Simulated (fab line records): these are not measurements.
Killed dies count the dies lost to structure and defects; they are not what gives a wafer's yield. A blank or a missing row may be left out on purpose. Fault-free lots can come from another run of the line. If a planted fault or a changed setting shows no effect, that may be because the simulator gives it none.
Matching of chambers    flow n5-finfet    N5_BEOL_M4_STRIP_36 on rie-diel-06 has 3 sister chambers
The step strips in N2/H2. 6 wafers are shown with their chamber, then 5 later ones without.

== WAFERS WITH THEIR CHAMBER ==
wafer   chamber  drypump-motor-current-A (A)  showerhead-plenum-p-Torr (Torr)
L080.2  1        5.97                         2.68
L082.2  1        5.96                         2.68
L082.3  2        5.17                         2.56
L082.4  3        5.29                         2.46
L088.2  3        5.29                         2.45
L088.3  2        5.13                         2.55

== WAFERS WITHOUT THEIR CHAMBER ==
wafer   drypump-motor-current-A (A)  showerhead-plenum-p-Torr (Torr)
L091.1  5.98                         2.67
L091.5  5.30                         2.45
L096.2  5.98                         2.67
L096.3  5.26                         2.44
L096.5  5.14                         2.54

== CHAMBER TAKEN BY EACH ==
wafer   from the rows above  in truth
L091.1  1                    1
L091.5  3                    3
L096.2  1                    1
L096.3  3                    3
L096.5  2                    2
Correct placement for 5 of the 5. Number that these rows cannot place: 0. 0 placed wrongly.
How it was worked out, from the rows above alone: a wafer's distance from a chamber is the root of the sum, over the readings, of the square of ((its reading less the chamber's mean) divided by the reading's scatter). If the next closest chamber is less than 2 further off than the closest, the wafer can't be placed; otherwise it belongs to the closest. The mean given for a chamber averages the wafers shown for that chamber. The scatter is the square root of a quotient: the sum, over the shown wafers, of each reading's squared deviation from its chamber's mean, divided by wafers minus chambers.
